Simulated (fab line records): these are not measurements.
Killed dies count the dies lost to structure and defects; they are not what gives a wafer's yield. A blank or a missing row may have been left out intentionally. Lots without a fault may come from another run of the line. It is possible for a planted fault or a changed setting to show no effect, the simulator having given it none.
Matching of chambers -- flow nand-harc -- NHARC_A_CHANNEL_FILL_D1_ALD_02 on ald-hk-04 has 4 sister chambers
The step deposits SiO2, target thk 6 nm, pulse time 10 s, ald cycles 60. 4 wafers are shown with their chamber, then 7 later ones without.

## WAFERS WITH THEIR CHAMBER
wafer,chamber,heater-power-w (W)
L083.2,2,457
L092.2,3,458
L094.1,0,581
L094.4,1,479

## WAFERS MISSING THEIR CHAMBER
wafer,heater-power-w (W)
L094.5,468
L096.1,461
L096.2,472
L096.3,446
L097.1,586
L097.5,593
L097.6,463

## CHAMBER TAKEN BY EACH
wafer,from the rows above,in truth
L094.5,can't be placed: 3 or 1 or 2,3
L096.1,can't be placed: 3 or 2 or 1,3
L096.2,can't be placed: 1 or 3 or 2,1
L096.3,can't be placed: 2 or 3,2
L097.1,0,0
L097.5,0,0
L097.6,can't be placed: 3 or 2 or 1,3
2 of 7 placed correctly. From these rows, 5 cannot be placed; in 5 the true chamber is one of the candidates. 0 placed wrongly.
How it was worked out, from the rows above alone: a wafer's distance from a chamber is the root of the sum, over the readings, of the square of ((its reading less the chamber's mean) divided by the reading's scatter). If the next closest chamber is less than 2 further off than the closest, the wafer can't be placed; otherwise it belongs to the closest. The mean given for a chamber averages the wafers shown for that chamber. The scatter: root of mean squared gap, hidden wafer to nearest shown wafer, with one shown wafer a chamber.
